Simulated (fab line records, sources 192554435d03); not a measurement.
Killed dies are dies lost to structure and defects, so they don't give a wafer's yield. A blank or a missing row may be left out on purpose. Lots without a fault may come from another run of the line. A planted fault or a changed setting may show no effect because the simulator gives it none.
Chamber matching | flow n5_finfet | N5_DUMMY_GATE_ETCH_36 on rie_diel-04: 4 sister chambers
The step etches SiARC in CF4, target depth 13 nm. 16 wafers are shown with their chamber, then 8 later ones without.

WAFERS WITH THEIR CHAMBER
wafer  | chamber | showerhead_plenum_p_Torr (Torr) | drypump_motor_current_A (A) | throttle_valve_pct (%)
L075.1 | 0       | 2.22                            | 5.8                         | 15.84
L075.4 | 2       | 2.21                            | 5.8                         | 15.81
L075.5 | 3       | 2.05                            | 6.5                         | 15.68
L081.1 | 3       | 2.05                            | 6.5                         | 15.69
L081.3 | 0       | 2.21                            | 5.8                         | 15.85
L081.5 | 2       | 2.21                            | 5.7                         | 15.82
L083.2 | 2       | 2.21                            | 5.7                         | 15.83
L083.5 | 3       | 2.05                            | 6.5                         | 15.70
L083.6 | 2       | 2.21                            | 5.8                         | 15.82
L086.1 | 3       | 2.05                            | 6.5                         | 15.71
L086.2 | 2       | 2.20                            | 5.8                         | 15.83
L086.3 | 0       | 2.21                            | 5.8                         | 15.87
L091.2 | 1       | 2.09                            | 5.7                         | 15.28
L091.4 | 0       | 2.21                            | 5.8                         | 15.89
L091.5 | 1       | 2.09                            | 5.7                         | 15.25
L092.2 | 2       | 2.20                            | 5.7                         | 15.85

SIGNATURES (means of the wafers above)
reading                  | chamber 0 | chamber 1 | chamber 2 | chamber 3 | scatter within a chamber
showerhead_plenum_p_Torr | 2.2125    | 2.0900    | 2.2067    | 2.0500    | 0.00417
drypump_motor_current_A  | 5.800     | 5.700     | 5.750     | 6.500     | 0.0354
throttle_valve_pct       | 15.8625   | 15.2650   | 15.8267   | 15.6950   | 0.0167
Rule: a wafer's distance from a chamber is the root of the sum, over the readings, of the square of ((its reading less the chamber's mean) divided by the reading's scatter). The wafer belongs to the nearest chamber; if the next one is less than 2 further off, it can't be placed. The scatter: the root of (the sum of the squares of (reading less its chamber's mean) over the shown wafers, divided by (wafers less chambers)).

WAFERS WITHOUT THEIR CHAMBER
wafer  | showerhead_plenum_p_Torr (Torr) | drypump_motor_current_A (A) | throttle_valve_pct (%)
L092.3 | 2.04                            | 6.5                         | 15.74
L092.5 | 2.21                            | 5.8                         | 15.90
L094.2 | 2.21                            | 5.8                         | 15.91
L094.3 | 2.20                            | 5.7                         | 15.86
L094.5 | 2.09                            | 5.7                         | 15.27
L096.3 | 2.09                            | 5.7                         | 15.29
L096.4 | 2.20                            | 5.8                         | 15.92
L096.5 | 2.09                            | 5.7                         | 15.30

WHICH CHAMBER EACH WENT THROUGH
wafer  | from the rows above     | in truth
L092.3 | 3                       | 3
L092.5 | 0                       | 0
L094.2 | 0                       | 0
L094.3 | can't be placed: 2 or 0 | 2
L094.5 | 1                       | 1
L096.3 | 1                       | 1
L096.4 | can't be placed: 0 or 2 | 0
L096.5 | 1                       | 1
Placed correctly: 6 of 8. Can't be placed from these rows: 2 (the true chamber is among the candidates in 2). Placed wrongly: 0.
